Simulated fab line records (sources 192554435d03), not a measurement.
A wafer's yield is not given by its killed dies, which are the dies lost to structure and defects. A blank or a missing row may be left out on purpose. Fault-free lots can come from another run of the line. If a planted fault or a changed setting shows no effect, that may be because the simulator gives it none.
Split-lot study | flow n5Finfet | on a route of 1938 steps: 7 lots, 21 wafers read

SPLIT DETAILS
At N5_PASSIVATION_PECVD_35 (deposits SiNx from SiH4/NH3/N2, target thk 700 nm, time 151.3 s), the setting timeS was moved away from the recipe's 151.3 s on 5 of the 21 wafers read, by -13.0% to +11.5%. For the rest of the wafers, this setting stayed at what the recipe calls for.

The reading is taken at the split's own step.

THE READING
SiNx_of_PASSIVATION_PECVD_35.thkNm (the simulator's own value, which no gauge read), in nm, at N5_PASSIVATION_PECVD_35 (deposits SiNx from SiH4/NH3/N2, target thk 700 nm, time 151.3 s). The file does not state a usual value for it. Average 702.5 nm, standard deviation 10 nm, over the 16 wafers here run with the recipe.

wafer  | tool, chamber at the split | timeS as run, s | against the recipe | SiNx_of_PASSIVATION_PECVD_35.thkNm, nm | against lot-mates on the recipe
L074.2 | pecvd-04, 0                | 151.3           | recipe             | 690.2                                  | -
L074.3 | pecvd-04, 2                | 151.3           | recipe             | 692.2                                  | -
L074.4 | pecvd-04, 1                | 151.3           | recipe             | 699.6                                  | -
L076.1 | pecvd-04, 2                | 151.3           | recipe             | 692                                    | -
L076.3 | pecvd-04, 1                | 168.7           | +11.5%             | 782                                    | +90.0
L076.6 | pecvd-04, 1                | 168.7           | +11.5%             | 786.2                                  | +94.2
L082.1 | pecvd-04, 1                | 151.3           | recipe             | 691.6                                  | -
L082.4 | pecvd-04, 2                | 151.3           | recipe             | 707.8                                  | -
L082.5 | pecvd-04, 0                | 131.6           | -13.0%             | 608.8                                  | -90.9
L086.2 | pecvd-01, 1                | 151.3           | recipe             | 714.6                                  | -
L086.5 | pecvd-01, 2                | 151.3           | recipe             | 721.2                                  | -
L086.6 | pecvd-01, 0                | 151.3           | recipe             | 708.6                                  | -
L095.2 | pecvd-04, 2                | 151.3           | recipe             | 689.6                                  | -
L095.4 | pecvd-04, 0                | 151.3           | recipe             | 698                                    | -
L095.5 | pecvd-04, 1                | 151.3           | recipe             | 698.6                                  | -
L094.2 | pecvd-01, 0                | 151.3           | recipe             | 703                                    | -
L094.3 | pecvd-01, 1                | 151.3           | recipe             | 711.4                                  | -
L094.4 | pecvd-01, 2                | 151.3           | recipe             | 720.4                                  | -
L097.1 | pecvd-04, 1                | 151.3           | recipe             | 701.4                                  | -
L097.3 | pecvd-04, 2                | 139             | -8.1%              | 640.8                                  | -60.6
L097.6 | pecvd-04, 2                | 139             | -8.1%              | 654.4                                  | -47.0

FIT RESULTS
A straight line over all 21 wafers: SiNx_of_PASSIVATION_PECVD_35.thkNm changes by +7.05 nm for each +1% of timeS; r = +0.97; the points scatter about the line by 9.7 nm.
The same after taking each lot's own level away (the mean of its wafers on the recipe; 21 wafers): +7.39 nm for each +1%; r = +0.99; scatter 6.2 nm.
That fit puts the effect of the largest move of timeS on the reading at 96 nm.
From 692.00 to 714.80 nm: that is the span of the lots' own levels, equal to 2.2 times the standard deviation above.
The two slopes agree, so the slope changes little with the lot-to-lot level.
Check: for one of the wafers moved furthest among these (-13.0%), held out of the fit, the line's prediction against its lot-mates is -96.7 nm. It came out at -90.9 nm against them.

FURTHER SPLITS ON THESE WAFERS
Note: prior to the reading, these wafers also went through further splits. Each is held against what the fit with the lots' levels taken away leaves over:
other split on the same wafers | wafers away from the commonest value | r with SiNx_of_PASSIVATION_PECVD_35.thkNm (lot level and that fit taken away)
N5_BEOL_M15_SPUTTER_44 powerW  | 9                                    | -0.01

FILE'S OWN FIT
SiNx_of_PASSIVATION_PECVD_35.thkNm changes by +7.29 nm for each +1% of timeS, r = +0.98.
